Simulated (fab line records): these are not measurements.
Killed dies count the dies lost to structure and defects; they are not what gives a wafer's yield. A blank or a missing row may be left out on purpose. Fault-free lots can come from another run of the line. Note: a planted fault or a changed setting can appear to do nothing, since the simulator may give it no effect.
Matching of chambers | flow n5 finfet | N5_FIN_SAQP_MANDREL2_REMOVE_60 on rie si-02: 4 sister chambers
The step chemistry HBr/Cl2/O2, target a-Si, stops on SiNx, bt time 10 s. 4 wafers are shown with their chamber, then 12 later ones without.

## WAFERS PAIRED WITH THEIR CHAMBERS
wafer  | chamber | throttle valve pct (%)
L091.2 | 1       | 36.94
L091.3 | 0       | 36.45
L091.5 | 2       | 36.49
L091.6 | 3       | 36.75

## WAFERS MISSING THEIR CHAMBER
wafer  | throttle valve pct (%)
L092.1 | 36.48
L092.2 | 36.75
L092.3 | 36.45
L092.4 | 36.93
L092.5 | 36.50
L092.6 | 36.93
L093.3 | 36.50
L093.5 | 36.46
L093.6 | 36.95
L094.2 | 36.49
L094.5 | 36.46
L094.6 | 36.76

## EACH ONE'S CHAMBER
wafer  | from the rows above | in truth
L092.1 | 2                   | 2
L092.2 | 3                   | 3
L092.3 | 0                   | 0
L092.4 | 1                   | 1
L092.5 | 2                   | 2
L092.6 | 1                   | 1
L093.3 | 2                   | 2
L093.5 | 0                   | 0
L093.6 | 1                   | 1
L094.2 | 2                   | 2
L094.5 | 0                   | 0
L094.6 | 3                   | 3
Correctly placed: 12 of 12. Not placeable from these rows: 0. Wrongly placed: 0.
How it was worked out, from the rows above alone: a wafer's distance from a chamber is the root of the sum, over the readings, of the square of ((its reading less the chamber's mean) divided by the reading's scatter). The wafer belongs to the nearest chamber; if the next one is less than 2 further off, it can't be placed. A chamber's mean is the mean of its shown wafers. The scatter: root of mean squared gap, hidden wafer to nearest shown wafer, with one shown wafer a chamber.
